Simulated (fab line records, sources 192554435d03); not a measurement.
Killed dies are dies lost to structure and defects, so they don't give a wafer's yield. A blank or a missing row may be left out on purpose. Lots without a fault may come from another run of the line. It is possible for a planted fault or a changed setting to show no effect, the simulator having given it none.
Which tool is to blame? || flow n5_finfet || 24 lots, 72 wafers sampled, at 3 steps of a route of 1938

## WHAT THE GAUGES READ, wafer by wafer
N5_MOL_CONTACT_COAG_CD_MEAS_137: the cd target is 16 nm.
{"lot": "L074", "measured": "day 5 08:37", "on": "cd_sem-02", "cd_nm (nm)": "16.0 15.7 15.9"}
{"lot": "L075", "measured": "day 5 13:17", "on": "cd_sem-01", "cd_nm (nm)": "15.2 16.3 16.7"}
{"lot": "L076", "measured": "day 5 14:13", "on": "cd_sem-02", "cd_nm (nm)": "16.4 15.4 15.7"}
{"lot": "L077", "measured": "day 5 22:38", "on": "cd_sem-01", "cd_nm (nm)": "15.9 16.2 15.3"}
{"lot": "L078", "measured": "day 6 06:30", "on": "cd_sem-03", "cd_nm (nm)": "15.7 15.6 15.7"}
{"lot": "L079", "measured": "day 6 07:22", "on": "cd_sem-02", "cd_nm (nm)": "16.4 16.2 16.4"}
{"lot": "L080", "measured": "day 6 13:29", "on": "cd_sem-01", "cd_nm (nm)": "15.9 16.2 16.6"}
{"lot": "L081", "measured": "day 6 21:15", "on": "cd_sem-02", "cd_nm (nm)": "15.4 15.3 15.7"}
{"lot": "L083", "measured": "day 7 07:59", "on": "cd_sem-02", "cd_nm (nm)": "16.0 15.8 15.9"}
{"lot": "L082", "measured": "day 7 11:22", "on": "cd_sem-01", "cd_nm (nm)": "16.1 15.9 16.1"}
{"lot": "L084", "measured": "day 7 17:41", "on": "cd_sem-03", "cd_nm (nm)": "16.3 16.0 16.4"}
{"lot": "L085", "measured": "day 7 19:55", "on": "cd_sem-03", "cd_nm (nm)": "16.1 16.4 16.2"}
{"lot": "L086", "measured": "day 8 05:19", "on": "cd_sem-03", "cd_nm (nm)": "15.9 16.0 15.5"}
{"lot": "L087", "measured": "day 8 12:41", "on": "cd_sem-03", "cd_nm (nm)": "16.1 15.7 15.6"}
{"lot": "L089", "measured": "day 8 23:50", "on": "cd_sem-01", "cd_nm (nm)": "15.4 15.5 15.8"}
{"lot": "L088", "measured": "day 9 01:49", "on": "cd_sem-03", "cd_nm (nm)": "15.9 16.3 15.6"}
{"lot": "L090", "measured": "day 9 04:10", "on": "cd_sem-01", "cd_nm (nm)": "16.5 16.8 16.4"}
{"lot": "L091", "measured": "day 9 14:15", "on": "cd_sem-03", "cd_nm (nm)": "15.9 16.8 16.1"}
{"lot": "L092", "measured": "day 9 21:33", "on": "cd_sem-01", "cd_nm (nm)": "16.4 15.6 16.1"}
{"lot": "L093", "measured": "day 9 22:10", "on": "cd_sem-02", "cd_nm (nm)": "15.9 15.9 15.8"}
{"lot": "L094", "measured": "day 10 04:38", "on": "cd_sem-01", "cd_nm (nm)": "15.8 16.0 15.9"}
{"lot": "L095", "measured": "day 10 14:20", "on": "cd_sem-02", "cd_nm (nm)": "16.0 16.0 16.1"}
{"lot": "L096", "measured": "day 10 16:41", "on": "cd_sem-03", "cd_nm (nm)": "15.5 15.8 16.3"}
{"lot": "L097", "measured": "day 10 21:58", "on": "cd_sem-01", "cd_nm (nm)": "15.5 16.6 15.4"}

N5_MOL_CONTACT_COAG_OVL_MEAS_41.
{"lot": "L074", "measured": "day 5 09:06", "on": "overlay-01", "VD_OVL (nm)": "-0.1 -0.4 0.1"}
{"lot": "L075", "measured": "day 5 13:38", "on": "overlay-02", "VD_OVL (nm)": "-0.8 0.6 0.8"}
{"lot": "L076", "measured": "day 5 14:35", "on": "overlay-01", "VD_OVL (nm)": "-0.8 0.1 -0.1"}
{"lot": "L077", "measured": "day 5 22:59", "on": "overlay-01", "VD_OVL (nm)": "0.6 1.2 0.7"}
{"lot": "L078", "measured": "day 6 06:59", "on": "overlay-01", "VD_OVL (nm)": "-0.7 -0.6 -0.9"}
{"lot": "L079", "measured": "day 6 07:43", "on": "overlay-01", "VD_OVL (nm)": "-0.5 -0.6 -1.1"}
{"lot": "L080", "measured": "day 6 13:50", "on": "overlay-01", "VD_OVL (nm)": "-0.1 -0.1 -0.4"}
{"lot": "L081", "measured": "day 6 21:36", "on": "overlay-02", "VD_OVL (nm)": "0.3 0.5 0.8"}
{"lot": "L083", "measured": "day 7 08:27", "on": "overlay-01", "VD_OVL (nm)": "0.0 -0.1 0.4"}
{"lot": "L082", "measured": "day 7 11:52", "on": "overlay-01", "VD_OVL (nm)": "-0.3 -0.1 -1.1"}
{"lot": "L084", "measured": "day 7 18:03", "on": "overlay-01", "VD_OVL (nm)": "-1.1 -0.5 -1.5"}
{"lot": "L085", "measured": "day 7 20:16", "on": "overlay-02", "VD_OVL (nm)": "0.4 0.3 0.7"}
{"lot": "L086", "measured": "day 8 05:40", "on": "overlay-01", "VD_OVL (nm)": "-0.5 -0.4 -0.7"}
{"lot": "L087", "measured": "day 8 13:10", "on": "overlay-02", "VD_OVL (nm)": "-0.5 -0.6 0.2"}
{"lot": "L089", "measured": "day 9 00:22", "on": "overlay-01", "VD_OVL (nm)": "0.3 -0.5 0.4"}
{"lot": "L088", "measured": "day 9 02:18", "on": "overlay-02", "VD_OVL (nm)": "0.2 -0.3 -0.1"}
{"lot": "L090", "measured": "day 9 04:31", "on": "overlay-01", "VD_OVL (nm)": "1.3 -0.4 -0.2"}
{"lot": "L091", "measured": "day 9 14:44", "on": "overlay-02", "VD_OVL (nm)": "-0.6 -0.9 0.2"}
{"lot": "L092", "measured": "day 9 22:02", "on": "overlay-02", "VD_OVL (nm)": "-0.4 0.4 -0.6"}
{"lot": "L093", "measured": "day 9 22:32", "on": "overlay-02", "VD_OVL (nm)": "1.2 0.8 1.6"}
{"lot": "L094", "measured": "day 10 05:09", "on": "overlay-02", "VD_OVL (nm)": "-0.1 0.2 0.0"}
{"lot": "L095", "measured": "day 10 14:41", "on": "overlay-01", "VD_OVL (nm)": "0.4 0.1 -0.4"}
{"lot": "L096", "measured": "day 10 17:09", "on": "overlay-01", "VD_OVL (nm)": "0.3 -0.3 -0.4"}
{"lot": "L097", "measured": "day 10 22:26", "on": "overlay-01", "VD_OVL (nm)": "-0.5 -0.1 -0.2"}

## TOOL THAT RAN EACH LOT (tool first, then ch and the chambers of the sampled wafers, then the start)
{"lot": "L074", "N5_MOL_CONTACT_COAG_CMP_28": "cmp-03 ch 0,1, day 5 05:22"}
{"lot": "L075", "N5_MOL_CONTACT_COAG_CMP_28": "cmp-02 ch 1,2, day 5 11:02"}
{"lot": "L076", "N5_MOL_CONTACT_COAG_CMP_28": "cmp-02 ch 0,1,3, day 5 12:07"}
{"lot": "L077", "N5_MOL_CONTACT_COAG_CMP_28": "cmp-02 ch 0,2, day 5 20:15"}
{"lot": "L078", "N5_MOL_CONTACT_COAG_CMP_28": "cmp-01 ch 0,2,3, day 6 03:38"}
{"lot": "L079", "N5_MOL_CONTACT_COAG_CMP_28": "cmp-03 ch 0,1,2, day 6 05:08"}
{"lot": "L080", "N5_MOL_CONTACT_COAG_CMP_28": "cmp-02 ch 0,3, day 6 10:50"}
{"lot": "L081", "N5_MOL_CONTACT_COAG_CMP_28": "cmp-02 ch 0,2,3, day 6 17:47"}
{"lot": "L083", "N5_MOL_CONTACT_COAG_CMP_28": "cmp-02 ch 1,2,3, day 7 04:40"}
{"lot": "L082", "N5_MOL_CONTACT_COAG_CMP_28": "cmp-01 ch 1,2,3, day 7 06:41"}
{"lot": "L084", "N5_MOL_CONTACT_COAG_CMP_28": "cmp-03 ch 1,2,3, day 7 15:07"}
{"lot": "L085", "N5_MOL_CONTACT_COAG_CMP_28": "cmp-03 ch 0,2, day 7 17:41"}
{"lot": "L086", "N5_MOL_CONTACT_COAG_CMP_28": "cmp-01 ch 1,3, day 8 03:11"}
{"lot": "L087", "N5_MOL_CONTACT_COAG_CMP_28": "cmp-02 ch 0,1,2, day 8 09:26"}
{"lot": "L089", "N5_MOL_CONTACT_COAG_CMP_28": "cmp-01 ch 1,2, day 8 21:17"}
{"lot": "L088", "N5_MOL_CONTACT_COAG_CMP_28": "cmp-01 ch 0,3, day 8 22:45"}
{"lot": "L090", "N5_MOL_CONTACT_COAG_CMP_28": "cmp-02 ch 0,1,3, day 9 02:08"}
{"lot": "L091", "N5_MOL_CONTACT_COAG_CMP_28": "cmp-01 ch 1,2,3, day 9 12:01"}
{"lot": "L092", "N5_MOL_CONTACT_COAG_CMP_28": "cmp-03 ch 0,1,2, day 9 18:46"}
{"lot": "L093", "N5_MOL_CONTACT_COAG_CMP_28": "cmp-01 ch 0,2,3, day 9 19:40"}
{"lot": "L094", "N5_MOL_CONTACT_COAG_CMP_28": "cmp-02 ch 1,2, day 10 02:22"}
{"lot": "L095", "N5_MOL_CONTACT_COAG_CMP_28": "cmp-03 ch 0,2,3, day 10 11:38"}
{"lot": "L096", "N5_MOL_CONTACT_COAG_CMP_28": "cmp-01 ch 1,2, day 10 14:27"}
{"lot": "L097", "N5_MOL_CONTACT_COAG_CMP_28": "cmp-01 ch 0,1, day 10 19:46"}
- N5_MOL_CONTACT_COAG_CMP_28: polishes, stops on SiNx, t overpolish 0.85 s, target thk 14.522 nm.

## AS READ BY THE TOOLS THEMSELVES (means over the sampled wafers that have a number; for cases with no such wafer, the mark the record gives instead)
N5_MOL_CONTACT_COAG_CMP_28.
{"lot": "L074", "tool": "cmp-03", "motor_current_A (A)": 10.1, "platen_rpm (rpm)": 51.81, "time_to_endpoint_s (s)": 7.3}
{"lot": "L075", "tool": "cmp-02", "motor_current_A (A)": 10.9, "platen_rpm (rpm)": 51.82, "time_to_endpoint_s (s)": 7.7}
{"lot": "L076", "tool": "cmp-02", "motor_current_A (A)": 11.5, "platen_rpm (rpm)": 51.80, "time_to_endpoint_s (s)": 7.1}
{"lot": "L077", "tool": "cmp-02", "motor_current_A (A)": 11.7, "platen_rpm (rpm)": 51.85, "time_to_endpoint_s (s)": 8.2}
{"lot": "L078", "tool": "cmp-01", "motor_current_A (A)": 13.2, "platen_rpm (rpm)": 51.81, "time_to_endpoint_s (s)": 4.2}
{"lot": "L079", "tool": "cmp-03", "motor_current_A (A)": 10.6, "platen_rpm (rpm)": 51.78, "time_to_endpoint_s (s)": 8.1}
{"lot": "L080", "tool": "cmp-02", "motor_current_A (A)": 12.1, "platen_rpm (rpm)": 51.78, "time_to_endpoint_s (s)": 6.7}
{"lot": "L081", "tool": "cmp-02", "motor_current_A (A)": 11.0, "platen_rpm (rpm)": 51.81, "time_to_endpoint_s (s)": 7.2}
{"lot": "L083", "tool": "cmp-02", "motor_current_A (A)": 10.3, "platen_rpm (rpm)": 51.82, "time_to_endpoint_s (s)": 7.1}
{"lot": "L082", "tool": "cmp-01", "motor_current_A (A)": 12.1, "platen_rpm (rpm)": 51.79, "time_to_endpoint_s (s)": 7.5}
{"lot": "L084", "tool": "cmp-03", "motor_current_A (A)": 11.6, "platen_rpm (rpm)": 51.83, "time_to_endpoint_s (s)": 5.6}
{"lot": "L085", "tool": "cmp-03", "motor_current_A (A)": 10.7, "platen_rpm (rpm)": 51.81, "time_to_endpoint_s (s)": 5.8}
{"lot": "L086", "tool": "cmp-01", "motor_current_A (A)": 12.1, "platen_rpm (rpm)": 51.81, "time_to_endpoint_s (s)": 4.1}
{"lot": "L087", "tool": "cmp-02", "motor_current_A (A)": 11.5, "platen_rpm (rpm)": 51.81, "time_to_endpoint_s (s)": 4.9}
{"lot": "L089", "tool": "cmp-01", "motor_current_A (A)": 13.0, "platen_rpm (rpm)": 51.78, "time_to_endpoint_s (s)": 7.1}
{"lot": "L088", "tool": "cmp-01", "motor_current_A (A)": 14.2, "platen_rpm (rpm)": 51.84, "time_to_endpoint_s (s)": 5.2}
{"lot": "L090", "tool": "cmp-02", "motor_current_A (A)": 11.5, "platen_rpm (rpm)": 51.83, "time_to_endpoint_s (s)": 5.8}
{"lot": "L091", "tool": "cmp-01", "motor_current_A (A)": 12.4, "platen_rpm (rpm)": 51.81, "time_to_endpoint_s (s)": 5.2}
{"lot": "L092", "tool": "cmp-03", "motor_current_A (A)": 10.4, "platen_rpm (rpm)": 51.80, "time_to_endpoint_s (s)": 3.8}
{"lot": "L093", "tool": "cmp-01", "motor_current_A (A)": 13.0, "platen_rpm (rpm)": 51.79, "time_to_endpoint_s (s)": 5.5}
{"lot": "L094", "tool": "cmp-02", "motor_current_A (A)": 10.5, "platen_rpm (rpm)": 51.81, "time_to_endpoint_s (s)": 5.9}
{"lot": "L095", "tool": "cmp-03", "motor_current_A (A)": 11.6, "platen_rpm (rpm)": 51.82, "time_to_endpoint_s (s)": 2.2}
{"lot": "L096", "tool": "cmp-01", "motor_current_A (A)": 12.9, "platen_rpm (rpm)": 51.79, "time_to_endpoint_s (s)": 8.4}
{"lot": "L097", "tool": "cmp-01", "motor_current_A (A)": 13.4, "platen_rpm (rpm)": 51.83, "time_to_endpoint_s (s)": 5.8}

## THE ANSWER, worked out from the rows above alone
Rule: the lots themselves supply what counts as usual. Put in order of their means at a reading, lots are off if they are a third of the lots or fewer, leave a main group of 4 or more, and stand apart from it by a gap of 3 or more times the standard deviation of the main group's means; of several such gaps the widest counts. A main group is skipped when, at the precision printed for the reading in the tables above, its means are all equal. Also off: a lot with no number at a reading for which 4 or more lots have one. Any other lot the step has rows for is counted as sound. The gauges are gone through in route order, then the tools' own readings, and for those a lot's mean is taken as printed above. The first step at which some lot is off is used, and at that step the reading that is off furthest; a lot without a number counts as furthest.
None of the lots is off at any reading shown; this tells nothing.

## WHAT THE SIMULATOR PUT IN
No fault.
